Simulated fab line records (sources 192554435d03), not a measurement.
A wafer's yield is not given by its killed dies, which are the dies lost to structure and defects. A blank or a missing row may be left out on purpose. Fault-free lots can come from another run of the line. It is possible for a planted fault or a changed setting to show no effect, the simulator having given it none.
Chamber matching ; flow n5-finfet ; N5_GATE_CUT_SAC_CAP_01 on ald-sin-03: 4 sister chambers
The step material SiNx, target thk 24 nm, pulse time 1 s, ald cycles 480. 4 wafers are shown with their chamber, then 7 later ones without.

## WAFERS PAIRED WITH THEIR CHAMBERS
wafer;chamber;heater-power-w (W)
L081.5;1;884
L093.4;3;830
L093.6;2;730
L094.5;0;799

## WAFERS WHOSE CHAMBER IS MISSING
wafer;heater-power-w (W)
L094.6;830
L096.1;821
L096.5;829
L096.6;724
L097.1;727
L097.2;865
L097.3;914

## WHICH CHAMBER EACH ONE RAN IN
wafer;from the rows above;in truth
L094.6;3;3
L096.1;can't be placed: 3 or 0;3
L096.5;3;3
L096.6;2;2
L097.1;2;2
L097.2;can't be placed: 1 or 3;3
L097.3;1;1
Correctly placed: 5 of 7. Cannot be placed on the basis of these rows: 2; the candidates contain the true chamber in 2. Number placed wrongly: 0.
How it was worked out, from the rows above alone: a wafer's distance from a chamber is the root of the sum, over the readings, of the square of ((its reading less the chamber's mean) divided by the reading's scatter). The wafer belongs to the nearest chamber; if the next one is less than 2 further off, it can't be placed. A chamber's mean is the mean of its shown wafers. The scatter: with one shown wafer a chamber, the root of the mean of the squares of how far each hidden wafer lies from its nearest shown one.
